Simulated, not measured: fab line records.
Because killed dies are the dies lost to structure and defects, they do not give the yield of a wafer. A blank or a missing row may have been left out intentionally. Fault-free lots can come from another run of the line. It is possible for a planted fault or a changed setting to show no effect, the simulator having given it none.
fab line records -- flow nand-harc
record: lots: 6, wafers: 18, last-day: 32
route steps=1302 shown A_ONON_D2@552 END@1302
lots untouched by any fault: they come from a run of this same line in which no faults occurred
start-h: hours from the record's first day to the start of the lot's first wafer shown -- wait-h: time in hours since the lot's previous step -- " the same as in the row above -- L1.1+2: a row that stands for several wafers -- - no value, or no start was given -- * or withheld: withheld -- < > ~ a bound
route shown NAME@n: NAME is a module with steps in the file, n the number in the route of the first one -- usual: mean/standard deviation taken from wafers without a fault -- same: alike in all rows -- chamber/n: place in a boat -- sites: readings site by site -- _std_site: standard deviation across them -- _edge_site: mean of outer sites minus mean of inner sites -- radius-mm: how far each site lies from the wafer's centre -- mask NAME#n: copy n -- behind: the tool/chamber that last shaped the wafer -- hold: the reason the lot was held/the length of the hold in hours/how it ended -- device: names the non-switching transistor (n, p or np) -- end of line: tests of these same wafers at the route's end -- a step without rows: its recipe alone -- killed: at the first sort, the dies lost to defects and structure; wafer yield is something else -- map: a wafer's dies, x killed, . not, _ none there
set.NAME: setting as actually run; set.NAME@STEP: the setting as run at that earlier step -- model.NAME: the simulator's own value behind a step, which no gauge read
certain route steps with their lots: each step a table, each wafer a row
services: when a tool's chamber went out of use (start-h, in hours from the record's first day, below 0 if earlier), for how many hours, and the reason
== steps ==
step: NHARC_A_ONON_D2_THK_MEAS_11
recipe: thk-meas-gauge: ellipsometry
usual: thk-nm: 998/8.5
lot.wafer,tool,chamber,start-h,wait-h,thk-nm
L818.1,film-metro-01,-,357.33,-,1010
L818.3,film-metro-01,-,357.33,-,1010
L818.6,film-metro-01,-,357.33,-,1010
L820.2,film-metro-01,-,363.59,-,1001
L820.5,film-metro-01,-,363.59,-,1000
L820.6,film-metro-01,-,363.59,-,1003
L819.2,film-metro-02,-,363.63,-,981
L819.5,film-metro-02,-,363.63,-,982
L819.6,film-metro-02,-,363.63,-,981
L829.1,film-metro-01,-,471.22,-,1002
L829.4,film-metro-01,-,471.22,-,1003
L829.5,film-metro-01,-,471.22,-,1001
L830.2,film-metro-01,-,483.63,-,993
L830.5,film-metro-01,-,483.63,-,995
L830.6,film-metro-01,-,483.63,-,993
L831.1,film-metro-02,-,483.74,-,1018
L831.4,film-metro-02,-,483.74,-,1017
L831.6,film-metro-02,-,483.74,-,1019
step: NHARC_A_ONON_D2_DEP_12
recipe: target-thk-a: 10000, n2-flow-sccm: 2750, n2o-flow-sccm: 2000, nh3-flow-sccm: 500, sih4-flow-sccm: 210, temp-c: 400
step: NHARC_A_ONON_D2_THK_MEAS_14
recipe: thk-meas-gauge: ellipsometry
usual: thk-nm: 1000/8.7
lot.wafer,tool,chamber,start-h,wait-h,thk-nm
L818.1,film-metro-02,-,357.90,-,995
L818.3,film-metro-02,-,357.90,-,995
L818.6,film-metro-02,-,357.90,-,995
L820.2,film-metro-01,-,364.15,-,991
L820.5,film-metro-01,-,364.15,-,990
L820.6,film-metro-01,-,364.15,-,991
L819.2,film-metro-02,-,364.19,-,1013
L819.5,film-metro-02,-,364.19,-,1013
L819.6,film-metro-02,-,364.19,-,1015
L829.1,film-metro-02,-,471.79,-,1001
L829.4,film-metro-02,-,471.79,-,1001
L829.5,film-metro-02,-,471.79,-,1002
L830.2,film-metro-02,-,484.20,-,1004
L830.5,film-metro-02,-,484.20,-,1004
L830.6,film-metro-02,-,484.20,-,1003
L831.1,film-metro-01,-,484.30,-,1003
L831.4,film-metro-01,-,484.30,-,1002
L831.6,film-metro-01,-,484.30,-,1003
step: NHARC_A_ONON_D2_ANNEAL_15
recipe: temp-c: 750, time-s: 3600
step: NHARC_A_ONON_D2_DEP_16
recipe: target-thk-a: 10000, n2-flow-sccm: 2750, n2o-flow-sccm: 2000, nh3-flow-sccm: 500, sih4-flow-sccm: 210, temp-c: 400
step: NHARC_A_ONON_D2_THK_MEAS_18
recipe: thk-meas-gauge: ellipsometry
usual: thk-nm: 1001/8.7
lot.wafer,tool,chamber,start-h,wait-h,thk-nm
L818.1,film-metro-02,-,365.29,-,1000
L818.3,film-metro-02,-,365.29,-,1004
L818.6,film-metro-02,-,365.29,-,1001
L820.2,film-metro-01,-,371.52,-,993
L820.5,film-metro-01,-,371.52,-,993
L820.6,film-metro-01,-,371.52,-,991
L819.2,film-metro-02,-,371.52,-,995
L819.5,film-metro-02,-,371.52,-,996
L819.6,film-metro-02,-,371.52,-,996
L829.1,film-metro-02,-,479.23,-,993
L829.4,film-metro-02,-,479.23,-,992
L829.5,film-metro-02,-,479.23,-,994
L830.2,film-metro-01,-,494.83,-,1009
L830.5,film-metro-01,-,494.83,-,1012
L830.6,film-metro-01,-,494.83,-,1010
L831.1,film-metro-02,-,495.17,-,1009
L831.4,film-metro-02,-,495.17,-,1008
L831.6,film-metro-02,-,495.17,-,1008
step: NHARC_A_ONON_D2_DEP_19
recipe: target-thk-a: 10000, n2-flow-sccm: 2750, n2o-flow-sccm: 2000, nh3-flow-sccm: 500, sih4-flow-sccm: 210, temp-c: 400
step: NHARC_A_ONON_D2_THK_MEAS_21
recipe: thk-meas-gauge: ellipsometry
usual: thk-nm: 999/8
lot.wafer,tool,chamber,start-h,wait-h,thk-nm
L818.1,film-metro-02,-,365.86,-,989
L818.3,film-metro-02,-,365.86,-,990
L818.6,film-metro-02,-,365.86,-,989
L820.2,film-metro-01,-,372.08,-,994
L820.5,film-metro-01,-,372.08,-,996
L820.6,film-metro-01,-,372.08,-,995
L819.2,film-metro-02,-,372.08,-,1006
L819.5,film-metro-02,-,372.08,-,1006
L819.6,film-metro-02,-,372.08,-,1007
L829.1,film-metro-02,-,479.80,-,1002
L829.4,film-metro-02,-,479.80,-,1002
L829.5,film-metro-02,-,479.80,-,1003
L830.2,film-metro-02,-,495.53,-,1004
L830.5,film-metro-02,-,495.53,-,1002
L830.6,film-metro-02,-,495.53,-,1004
L831.1,film-metro-02,-,495.75,-,991
L831.4,film-metro-02,-,495.75,-,990
L831.6,film-metro-02,-,495.75,-,990
step: NHARC_A_ONON_D2_DEP_22
recipe: target-thk-a: 10000, n2-flow-sccm: 2750, n2o-flow-sccm: 2000, nh3-flow-sccm: 500, sih4-flow-sccm: 210, temp-c: 400
step: NHARC_A_ONON_D2_THK_MEAS_24
recipe: thk-meas-gauge: ellipsometry
usual: thk-nm: 999/7.7
lot.wafer,tool,chamber,start-h,wait-h,thk-nm
L818.1,film-metro-01,-,366.43,-,995
L818.3,film-metro-01,-,366.43,-,996
L818.6,film-metro-01,-,366.43,-,996
L820.2,film-metro-01,-,372.78,-,996
L820.5,film-metro-01,-,372.78,-,996
L820.6,film-metro-01,-,372.78,-,996
L819.2,film-metro-01,-,372.99,-,1014
L819.5,film-metro-01,-,372.99,-,1014
L819.6,film-metro-01,-,372.99,-,1015
L829.1,film-metro-01,-,480.36,-,1000
L829.4,film-metro-01,-,480.36,-,1000
L829.5,film-metro-01,-,480.36,-,997
L830.2,film-metro-02,-,496.10,-,1003
L830.5,film-metro-02,-,496.10,-,1001
L830.6,film-metro-02,-,496.10,-,1002
L831.1,film-metro-01,-,496.33,-,992
L831.4,film-metro-01,-,496.33,-,991
L831.6,film-metro-01,-,496.33,-,992
step: NHARC_A_ONON_D2_DEP_25
recipe: target-thk-a: 10000, n2-flow-sccm: 2750, n2o-flow-sccm: 2000, nh3-flow-sccm: 500, sih4-flow-sccm: 210, temp-c: 400
step: NHARC_A_ONON_D2_THK_MEAS_27
recipe: thk-meas-gauge: ellipsometry
usual: thk-nm: 1004/10
lot.wafer,tool,chamber,start-h,wait-h,thk-nm
L818.1,film-metro-01,-,366.99,-,1004
L818.3,film-metro-01,-,366.99,-,1004
L818.6,film-metro-01,-,366.99,-,1005
L820.2,film-metro-01,-,373.35,-,997
L820.5,film-metro-01,-,373.35,-,998
L820.6,film-metro-01,-,373.35,-,997
L819.2,film-metro-01,-,373.70,-,1017
L819.5,film-metro-01,-,373.70,-,1015
L819.6,film-metro-01,-,373.70,-,1016
L829.1,film-metro-01,-,480.93,-,1021
L829.4,film-metro-01,-,480.93,-,1022
L829.5,film-metro-01,-,480.93,-,1020
L830.2,film-metro-02,-,496.68,-,996
L830.5,film-metro-02,-,496.68,-,996
L830.6,film-metro-02,-,496.68,-,994
L831.1,film-metro-02,-,496.90,-,1006
L831.4,film-metro-02,-,496.90,-,1007
L831.6,film-metro-02,-,496.90,-,1008
step: NHARC_A_ONON_D2_DEP_28
recipe: target-thk-a: 10000, n2-flow-sccm: 2750, n2o-flow-sccm: 2000, nh3-flow-sccm: 500, sih4-flow-sccm: 210, temp-c: 400
lot.wafer,tool,chamber,start-h,wait-h
L818.1+3+6,pecvd-onon-03,0,367.05,0.1
L820.2+5+6,pecvd-onon-04,0,373.60,0.2
L819.2+5+6,pecvd-onon-04,0,373.95,0.2
L829.1+4+5,pecvd-onon-04,0,480.98,0.1
L830.2+5+6,pecvd-onon-02,0,497.00,0.3
L831.1+4+6,pecvd-onon-03,0,497.09,0.2
step: NHARC_A_ONON_D2_THK_MEAS_30
recipe: thk-meas-gauge: ellipsometry
usual: thk-nm: 1000/7.8
lot.wafer,tool,chamber,start-h,wait-h,thk-nm
L818.1,film-metro-02,-,367.56,-,1007
L818.3,film-metro-02,-,367.56,-,1009
L818.6,film-metro-02,-,367.56,-,1008
L820.2,film-metro-01,-,374.06,-,1004
L820.5,film-metro-01,-,374.06,-,1007
L820.6,film-metro-01,-,374.06,-,1062
L819.2,film-metro-01,-,374.41,-,998
L819.5,film-metro-01,-,374.41,-,994
L819.6,film-metro-01,-,374.41,-,1052
L829.1,film-metro-01,-,481.49,-,992
L829.4,film-metro-01,-,481.49,-,995
L829.5,film-metro-01,-,481.49,-,995
L830.2,film-metro-01,-,497.46,-,992
L830.5,film-metro-01,-,497.46,-,994
L830.6,film-metro-01,-,497.46,-,993
L831.1,film-metro-02,-,497.60,-,1006
L831.4,film-metro-02,-,497.60,-,1006
L831.6,film-metro-02,-,497.60,-,1005
step: NHARC_A_ONON_D2_DEP_33
recipe: target-thk-a: 2000, temp-c: 400, pressure-torr: 6.5, rf-w: 900, teos-flow-sccm: 161.4, flow-sccm: 2650, target-thk-nm: 200, gas: O2, material: SiO2
usual: heater-power-w: 565/96, throttle-valve-pct: 15.8/0.61
lot.wafer,tool,chamber,start-h,wait-h,heater-power-w,since-wet-clean-h,throttle-valve-pct
L818.3,pecvd-01,0,367.66,0.1,499,44,15.1
L818.1,pecvd-01,1,367.66,0.1,703,44,15.5
L818.6,pecvd-01,2,367.66,0.1,597,-,15.7
L820.2,pecvd-04,2,374.21,0.1,577,92,15.2
L820.6,pecvd-04,0,374.21,0.1,501,-,16.9
L820.5,pecvd-04,2,374.21,0.1,586,-,15.6
L819.2,pecvd-01,0,374.55,0.1,523,51,14.9
L819.6,pecvd-01,2,374.55,0.1,614,-,15.5
L819.5,pecvd-01,0,374.55,0.1,530,-,14.8
L829.1,pecvd-04,1,481.64,0.1,544,19,15.7
L829.5,pecvd-04,2,481.64,0.1,676,-,15.4
L829.4,pecvd-04,1,481.64,0.1,576,-,15.5
L830.2,pecvd-04,2,497.56,0.1,725,34,15.3
L830.5,pecvd-04,1,497.56,0.1,493,-,15.7
L830.6,pecvd-04,2,497.56,0.1,553,-,15.2
L831.1,pecvd-03,2,497.66,0.1,578,118,15.8
L831.4,pecvd-03,2,497.66,0.1,608,-,15.7
L831.6,pecvd-03,0,497.66,0.1,408,-,16.6
step: NHARC_END_SORT_01
recipe: temp-c: 25
usual: killed-at-array: 54/12, killed-at-other: 0.7/1.1, killed-at-periphery: 3.9/2.8, killed-dies: 59/13, killed-open: 3.4/2, killed-short: 2.5/1.7
same: gross-dies: 677
lot.wafer,tool,chamber,start-h,wait-h,killed-at-array,killed-at-other,killed-at-periphery,killed-dies,killed-open,killed-short
L818.1,prober-02,0,638.72,2.5,58,0,2,60,5,2
L818.3,prober-02,0,640.33,3.1,61,0,3,64,1,4
L818.6,prober-02,0,642.75,4.0,55,0,4,59,4,2
L820.2,prober-02,0,652.63,2.8,58,1,1,60,0,0
L820.5,prober-02,0,655.04,3.7,49,1,4,54,4,1
L820.6,prober-02,0,655.84,4.0,677,0,0,677,5,2
L819.2,prober-01,0,652.68,2.8,57,5,3,65,2,3
L819.5,prober-01,0,655.05,3.7,57,0,6,63,6,5
L819.6,prober-01,0,655.84,4.0,671,3,3,677,3,2
L829.1,prober-01,0,752.28,2.5,49,0,5,54,9,4
L829.4,prober-01,0,754.62,3.3,41,0,5,46,3,1
L829.5,prober-01,0,755.40,3.6,48,1,13,62,8,6
L831.1,prober-01,0,761.45,2.5,47,1,5,53,3,2
L831.4,prober-01,0,763.84,3.4,43,1,1,45,3,2
L831.6,prober-01,0,765.44,4.0,47,0,0,47,4,2
killed by level:class
L818.1 A_CHANNEL_HOLE_D1:chamber-film-flake=29 A_CHANNEL_HOLE_D2:chamber-film-flake=11 A_CONTACT:chamber-film-flake=4 A_ONON_D2:geometric-particle:open=2 A_CHANNEL_FILL_D1:chamber-film-flake=2 A_SLIT:chamber-film-flake=2 A_WL_FILL:chamber-film-flake=2 P_M0:geometric-particle:open=1
L818.3 A_CHANNEL_HOLE_D1:chamber-film-flake=26 A_CHANNEL_HOLE_D2:chamber-film-flake=16 A_STAIRCASE:chamber-film-flake=4 A_CONTACT:chamber-film-flake=4 A_SLIT:chamber-film-flake=2 A_WL_FILL:chamber-film-flake=2 A_SOURCE_PLATE:geometric-particle:short=1 A_CHANNEL_FILL_D2:geometric-particle:short=1
L818.6 A_CHANNEL_HOLE_D1:chamber-film-flake=27 A_CHANNEL_HOLE_D2:chamber-film-flake=14 A_CONTACT:chamber-film-flake=5 A_STAIRCASE:chamber-film-flake=3 A_CHANNEL_FILL_D2:geometric-particle:short=2 P_BONDPAD:chamber-film-flake=2 A_SOURCE_PLATE:geometric-particle:open=1 A_CHANNEL_FILL_D2:geometric-particle:open=1
L820.2 A_CHANNEL_HOLE_D1:chamber-film-flake=34 A_CHANNEL_HOLE_D2:chamber-film-flake=14 A_STAIRCASE:chamber-film-flake=4 A_CONTACT:chamber-film-flake=3 A_CHANNEL_FILL_D1:chamber-film-flake=2 P_GATE:chamber-film-flake=1 A_SGD_CUT:chamber-film-flake=1 THIN_TSV:chamber-film-flake=1
L819.2 A_SLIT:chamber-film-flake=24 A_CHANNEL_HOLE_D2:chamber-film-flake=16 THIN_TSV:chamber-film-flake=5 A_CHANNEL_FILL_D2:chamber-film-flake=4 A_BONDPAD:chamber-film-flake=3 A_CHANNEL_HOLE_D1:chamber-film-flake=2 A_BLC:chamber-film-flake=2 A_CHANNEL_FILL_D1:geometric-particle:short=1
L820.5 A_CHANNEL_HOLE_D1:chamber-film-flake=23 A_CHANNEL_HOLE_D2:chamber-film-flake=16 A_STAIRCASE:chamber-film-flake=2 A_CHANNEL_FILL_D1:chamber-film-flake=2 P_CONTACT:geometric-particle:open=1 P_M2:geometric-particle:open=1 A_CHANNEL_FILL_D1:geometric-particle:open=1 A_CHANNEL_FILL_D2:geometric-particle:short=1
L819.5 A_SLIT:chamber-film-flake=19 A_CHANNEL_HOLE_D2:chamber-film-flake=15 A_BONDPAD:chamber-film-flake=5 P_BONDPAD:chamber-film-flake=3 A_CHANNEL_HOLE_D1:chamber-film-flake=3 P_GATE:chamber-film-flake=2 A_BLC:geometric-particle:open=2 A_CHANNEL_FILL_D2:chamber-film-flake=2
L819.6 A_ONON_D2:area-dep=619 A_SLIT:chamber-film-flake=25 A_CHANNEL_HOLE_D2:chamber-film-flake=14 A_CHANNEL_FILL_D2:chamber-film-flake=3 THIN_TSV:chamber-film-flake=3 A_CHANNEL_HOLE_D1:chamber-film-flake=2 A_BONDPAD:chamber-film-flake=2 P_GATE:geometric-particle:short=1
L820.6 A_ONON_D2:area-dep=620 A_CHANNEL_HOLE_D1:chamber-film-flake=29 A_CHANNEL_HOLE_D2:chamber-film-flake=13 A_CHANNEL_FILL_D1:chamber-film-flake=4 A_DECK1_JOINT:geometric-particle:short=1 A_ONON_D2:geometric-particle:open=1 A_CHANNEL_FILL_D2:geometric-particle:open=1 A_WL_FILL:geometric-particle:short=1
L829.1 A_SLIT:chamber-film-flake=20 A_CHANNEL_HOLE_D1:chamber-film-flake=5 A_CONTACT:chamber-film-flake=4 A_CHANNEL_HOLE_D2:chamber-film-flake=3 A_BLC:geometric-particle:open=2 P_BONDPAD:chamber-film-flake=2 P_GATE:geometric-particle:short=1 A_ONON_D1:geometric-particle:open=1
L829.4 A_SLIT:chamber-film-flake=23 A_CHANNEL_HOLE_D1:chamber-film-flake=5 A_CONTACT:chamber-film-flake=5 P_GATE:chamber-film-flake=3 P_BONDPAD:chamber-film-flake=2 A_CHANNEL_HOLE_D2:chamber-film-flake=2 A_ONON_D1:geometric-particle:open=1 A_ONON_D1:geometric-particle:short=1
L829.5 A_SLIT:chamber-film-flake=21 A_CONTACT:chamber-film-flake=12 P_BONDPAD:chamber-film-flake=5 A_CHANNEL_HOLE_D1:chamber-film-flake=4 P_GATE:chamber-film-flake=3 P_M0:geometric-particle:open=2 A_ONON_D2:geometric-particle:short=2 A_STAIRCASE:chamber-film-flake=2
L831.1 A_CHANNEL_HOLE_D1:chamber-film-flake=20 A_SLIT:chamber-film-flake=11 A_CHANNEL_HOLE_D2:chamber-film-flake=6 A_CONTACT:chamber-film-flake=4 A_WL_FILL:geometric-particle:short=2 P_STI:chamber-film-flake=2 P_GATE:chamber-film-flake=2 P_M1:geometric-particle:open=1
L831.4 A_CHANNEL_HOLE_D1:chamber-film-flake=14 A_SLIT:chamber-film-flake=9 A_CONTACT:chamber-film-flake=8 A_STAIRCASE:chamber-film-flake=4 A_CHANNEL_HOLE_D2:chamber-film-flake=3 A_ONON_D2:geometric-particle:open=1 A_ONON_D2:geometric-particle:short=1 A_SGD_CUT:geometric-particle:open=1
L831.6 A_CHANNEL_HOLE_D1:chamber-film-flake=16 A_CONTACT:chamber-film-flake=10 A_SLIT:chamber-film-flake=9 A_CHANNEL_HOLE_D2:chamber-film-flake=5 A_ONON_D1:geometric-particle:short=1 A_DECK1_JOINT:geometric-particle:open=1 A_CHANNEL_HOLE_D2:geometric-particle:open=1 A_CHANNEL_FILL_D2:geometric-particle:open=1
map L819.6 (x killed, . not)
____________x____________
_________xxxxxxx_________
_______xxxxxxxxxxx_______
______xxxxxxxxxxxxx______
_____xxxxxxxxxxxxxxx_____
____xxxxxxxxxxxxxxxxx____
____xxxxxxxxxxxxxxxxx____
___xxxxxxxxxxxxxxxxxxx___
___xxxxxxxxxxxxxxxxxxx___
__xxxxxxxxxxxxxxxxxxxxx__
__xxxxxxxxxxxxxxxxxxxxx__
_xxxxxxxxxxxxxxxxxxxxxxx_
_xxxxxxxxxxxxxxxxxxxxxxx_
_xxxxxxxxxxxxxxxxxxxxxxx_
_xxxxxxxxxxxxxxxxxxxxxxx_
_xxxxxxxxxxxxxxxxxxxxxxx_
xxxxxxxxxxxxxxxxxxxxxxxxx
xxxxxxxxxxxxxxxxxxxxxxxxx
xxxxxxxxxxxxxxxxxxxxxxxxx
xxxxxxxxxxxxxxxxxxxxxxxxx
xxxxxxxxxxxxxxxxxxxxxxxxx
_xxxxxxxxxxxxxxxxxxxxxxx_
_xxxxxxxxxxxxxxxxxxxxxxx_
_xxxxxxxxxxxxxxxxxxxxxxx_
_xxxxxxxxxxxxxxxxxxxxxxx_
_xxxxxxxxxxxxxxxxxxxxxxx_
__xxxxxxxxxxxxxxxxxxxxx__
__xxxxxxxxxxxxxxxxxxxxx__
___xxxxxxxxxxxxxxxxxxx___
___xxxxxxxxxxxxxxxxxxx___
____xxxxxxxxxxxxxxxxx____
____xxxxxxxxxxxxxxxxx____
_____xxxxxxxxxxxxxxx_____
______xxxxxxxxxxxxx______
_______xxxxxxxxxxx_______
_________xxxxxxx_________
____________x____________
map L820.6 (x killed, . not)
____________x____________
_________xxxxxxx_________
_______xxxxxxxxxxx_______
______xxxxxxxxxxxxx______
_____xxxxxxxxxxxxxxx_____
____xxxxxxxxxxxxxxxxx____
____xxxxxxxxxxxxxxxxx____
___xxxxxxxxxxxxxxxxxxx___
___xxxxxxxxxxxxxxxxxxx___
__xxxxxxxxxxxxxxxxxxxxx__
__xxxxxxxxxxxxxxxxxxxxx__
_xxxxxxxxxxxxxxxxxxxxxxx_
_xxxxxxxxxxxxxxxxxxxxxxx_
_xxxxxxxxxxxxxxxxxxxxxxx_
_xxxxxxxxxxxxxxxxxxxxxxx_
_xxxxxxxxxxxxxxxxxxxxxxx_
xxxxxxxxxxxxxxxxxxxxxxxxx
xxxxxxxxxxxxxxxxxxxxxxxxx
xxxxxxxxxxxxxxxxxxxxxxxxx
xxxxxxxxxxxxxxxxxxxxxxxxx
xxxxxxxxxxxxxxxxxxxxxxxxx
_xxxxxxxxxxxxxxxxxxxxxxx_
_xxxxxxxxxxxxxxxxxxxxxxx_
_xxxxxxxxxxxxxxxxxxxxxxx_
_xxxxxxxxxxxxxxxxxxxxxxx_
_xxxxxxxxxxxxxxxxxxxxxxx_
__xxxxxxxxxxxxxxxxxxxxx__
__xxxxxxxxxxxxxxxxxxxxx__
___xxxxxxxxxxxxxxxxxxx___
___xxxxxxxxxxxxxxxxxxx___
____xxxxxxxxxxxxxxxxx____
____xxxxxxxxxxxxxxxxx____
_____xxxxxxxxxxxxxxx_____
______xxxxxxxxxxxxx______
_______xxxxxxxxxxx_______
_________xxxxxxx_________
____________x____________
== services ==
tool,chamber,start-h,hours,kind
pecvd-onon-02,-,366.34,13.0,pm
pecvd-03,-,366.93,13.0,pm
pecvd-03,0,366.93,13.0,vent-cycle
pecvd-03,1,366.93,13.0,vent-cycle
pecvd-03,2,366.93,13.0,vent-cycle
pecvd-03,0,379.93,-,clean
pecvd-03,1,379.93,-,clean
pecvd-03,2,379.93,-,clean
pecvd-onon-03,-,408.00,13.0,pm
pecvd-04,-,450.12,13.0,pm
pecvd-04,0,450.12,13.0,vent-cycle
pecvd-04,1,450.12,13.0,vent-cycle
pecvd-04,2,450.12,13.0,vent-cycle
pecvd-04,0,463.12,-,clean
pecvd-04,1,463.12,-,clean
pecvd-04,2,463.12,-,clean
pecvd-03,1,479.31,8.4,repair
pecvd-onon-04,-,492.03,13.0,pm
pecvd-01,-,492.07,13.0,pm
pecvd-01,0,492.07,13.0,vent-cycle
pecvd-01,1,492.07,13.0,vent-cycle
pecvd-01,2,492.07,13.0,vent-cycle
== key ==
first-sign: step: NHARC_A_ONON_D2_THK_MEAS_30, reading: thk-nm, direction: up, sigmas: 7.3, usual: 1000, struck: 1057
effect: step: NHARC_END_SORT_01, reading: killed-at-array, direction: up, sigmas: 50, usual: 54, struck: 674
more-kills-born-at: NHARC_A_ONON_D2_DEP_28@pecvd-onon-04: 1239
met-at NHARC_A_ONON_D2_DEP_28
struck-wafers L819.6,L820.6
later-rows-left-out L819.6,L820.6
tester-left-out L819,L820
fault: kind: process-parameter-drift, tool: pecvd-onon-04, chamber: -, onset-h: 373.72, steps: NHARC_A_ONON_D2_DEP_28, channel: target-thk-a, offset: *, shape: step, end-h: 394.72, scope: struck-wafers-only, acts-in: *, stated: *
tester-left-out: of these lots the tester's yield and bins aren't shown, on N5 and GAA mostly nor the transistor test; their killed dies are dies lost to structure and defects alone, not to doping, threshold or leakage, so they don't give the yield
later-rows-left-out: the simulator's readings of these wafers behind a module that went badly wrong aren't trusted and aren't shown, but for the sort
